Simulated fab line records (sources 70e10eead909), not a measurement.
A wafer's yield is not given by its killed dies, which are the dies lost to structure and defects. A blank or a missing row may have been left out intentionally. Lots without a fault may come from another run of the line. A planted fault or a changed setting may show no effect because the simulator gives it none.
Chamber matching + flow nand-harc + 4 sister chambers for NHARC_A_SGD_CUT_ETCH_58 on rie-diel-11
The step etches the open film in CF4, target depth 39 nm, time 65 s. 20 wafers are shown with their chamber, then 10 later ones without.

## WAFERS PAIRED WITH THEIR CHAMBERS
| wafer  | chamber | showerhead-plenum-p-Torr (Torr) | drypump-motor-current-A (A) | oes-product-au (a.u.) |
|--------|---------|---------------------------------|-----------------------------|-----------------------|
| L076.1 | 2       | 1.80                            | 6.0                         | 1.023                 |
| L076.4 | 0       | 1.73                            | 5.8                         | 0.993                 |
| L076.5 | 3       | 1.85                            | 6.2                         | 1.004                 |
| L078.1 | 3       | 1.85                            | 6.2                         | 0.993                 |
| L078.2 | 1       | 1.86                            | 6.4                         | 1.024                 |
| L078.6 | 1       | 1.86                            | 6.4                         | 1.011                 |
| L079.2 | 1       | 1.85                            | 6.5                         | 1.003                 |
| L079.4 | 2       | 1.79                            | 5.9                         | 1.012                 |
| L079.5 | 3       | 1.85                            | 6.2                         | 0.996                 |
| L081.1 | 0       | 1.73                            | 5.8                         | 0.984                 |
| L081.4 | 1       | 1.85                            | 6.5                         | 1.023                 |
| L081.5 | 3       | 1.85                            | 6.2                         | 1.002                 |
| L083.3 | 0       | 1.73                            | 5.8                         | 0.985                 |
| L083.4 | 3       | 1.85                            | 6.2                         | 0.979                 |
| L083.6 | 2       | 1.79                            | 5.9                         | 1.000                 |
| L085.2 | 2       | 1.79                            | 5.9                         | 1.007                 |
| L085.3 | 0       | 1.73                            | 5.8                         | 0.988                 |
| L085.6 | 2       | 1.79                            | 5.9                         | 1.008                 |
| L091.2 | 1       | 1.85                            | 6.5                         | 1.009                 |
| L091.3 | 0       | 1.73                            | 5.8                         | 0.979                 |

SIGNATURES (averages over the wafers above)
| reading                  | chamber 0 | chamber 1 | chamber 2 | chamber 3 | scatter within a chamber |
|--------------------------|-----------|-----------|-----------|-----------|--------------------------|
| showerhead-plenum-p-Torr | 1.7300    | 1.8540    | 1.7920    | 1.8500    | 0.00354                  |
| drypump-motor-current-A  | 5.800     | 6.460     | 5.920     | 6.200     | 0.0354                   |
| oes-product-au           | 0.98580   | 1.01400   | 1.01000   | 0.99480   | 0.00837                  |
Rule: for a wafer and a chamber, the distance is found by dividing, reading by reading, the gap between the wafer's reading and the chamber's mean by the reading's scatter, squaring, summing and taking the root. The wafer belongs to the nearest chamber; if the next one is less than 2 further off, it can't be placed. The scatter: the root of (the sum of the squares of (reading less its chamber's mean) over the shown wafers, divided by (wafers less chambers)).

## WAFERS WITH NO CHAMBER GIVEN
| wafer  | showerhead-plenum-p-Torr (Torr) | drypump-motor-current-A (A) | oes-product-au (a.u.) |
|--------|---------------------------------|-----------------------------|-----------------------|
| L091.4 | 1.79                            | 5.9                         | 1.013                 |
| L092.2 | 1.85                            | 6.2                         | 1.017                 |
| L092.4 | 1.79                            | 6.0                         | 0.990                 |
| L092.6 | 1.85                            | 6.5                         | 1.012                 |
| L094.1 | 1.79                            | 6.0                         | 0.978                 |
| L094.2 | 1.85                            | 6.2                         | 1.023                 |
| L094.3 | 1.73                            | 5.8                         | 0.997                 |
| L097.1 | 1.73                            | 5.8                         | 0.996                 |
| L097.3 | 1.79                            | 5.9                         | 0.977                 |
| L097.5 | 1.79                            | 6.0                         | 0.981                 |

## WHICH CHAMBER EACH ONE RAN IN
| wafer  | from the rows above | in truth |
|--------|---------------------|----------|
| L091.4 | 2                   | 2        |
| L092.2 | 3                   | 3        |
| L092.4 | 2                   | 2        |
| L092.6 | 1                   | 1        |
| L094.1 | 2                   | 2        |
| L094.2 | 3                   | 3        |
| L094.3 | 0                   | 0        |
| L097.1 | 0                   | 0        |
| L097.3 | 2                   | 2        |
| L097.5 | 2                   | 2        |
Correctly placed: 10 of 10. Can't be placed from these rows: 0. 0 placed wrongly.
